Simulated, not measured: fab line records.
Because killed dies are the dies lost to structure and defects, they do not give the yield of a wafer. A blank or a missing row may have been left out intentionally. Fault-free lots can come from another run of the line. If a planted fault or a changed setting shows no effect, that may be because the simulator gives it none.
Chamber matching :: flow nand harc :: rie diel-02 running NHARC_P_CONTACT_ETCH_35: 4 sister chambers
The step etches the open film in CF4, target depth 39 nm, time 65 s. 4 wafers are shown with their chamber, then 10 later ones without.

## EACH WAFER AND ITS CHAMBER
wafer: L080.6
chamber: 0
showerhead plenum p Torr (Torr): 1.80

wafer: L085.5
chamber: 2
showerhead plenum p Torr (Torr): 1.83

wafer: L086.3
chamber: 3
showerhead plenum p Torr (Torr): 1.86

wafer: L086.4
chamber: 1
showerhead plenum p Torr (Torr): 1.83

## WAFERS WITHOUT THEIR CHAMBER
wafer: L086.5
showerhead plenum p Torr (Torr): 1.86

wafer: L091.1
showerhead plenum p Torr (Torr): 1.83

wafer: L091.4
showerhead plenum p Torr (Torr): 1.83

wafer: L091.5
showerhead plenum p Torr (Torr): 1.86

wafer: L094.2
showerhead plenum p Torr (Torr): 1.83

wafer: L094.4
showerhead plenum p Torr (Torr): 1.86

wafer: L094.5
showerhead plenum p Torr (Torr): 1.83

wafer: L096.2
showerhead plenum p Torr (Torr): 1.83

wafer: L096.4
showerhead plenum p Torr (Torr): 1.83

wafer: L096.5
showerhead plenum p Torr (Torr): 1.82

## THE CHAMBER EACH PASSED THROUGH
wafer: L086.5
from the rows above: 3
in truth: 3

wafer: L091.1
from the rows above: can't be placed: 1 or 2
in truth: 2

wafer: L091.4
from the rows above: can't be placed: 1 or 2
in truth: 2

wafer: L091.5
from the rows above: 3
in truth: 3

wafer: L094.2
from the rows above: can't be placed: 1 or 2
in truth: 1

wafer: L094.4
from the rows above: 3
in truth: 3

wafer: L094.5
from the rows above: can't be placed: 1 or 2
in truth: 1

wafer: L096.2
from the rows above: can't be placed: 1 or 2
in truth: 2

wafer: L096.4
from the rows above: can't be placed: 1 or 2
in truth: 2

wafer: L096.5
from the rows above: can't be placed: 1 or 2
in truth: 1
Correct placement for 3 of the 10. From these rows, 7 cannot be placed; in 7 the true chamber is one of the candidates. 0 placed wrongly.
How it was worked out, from the rows above alone: a wafer's distance from a chamber is the root of the sum, over the readings, of the square of ((its reading less the chamber's mean) divided by the reading's scatter). The wafer belongs to the nearest chamber; if the next one is less than 2 further off, it can't be placed. The mean given for a chamber averages the wafers shown for that chamber. The scatter: root of mean squared gap, hidden wafer to nearest shown wafer, with one shown wafer a chamber.
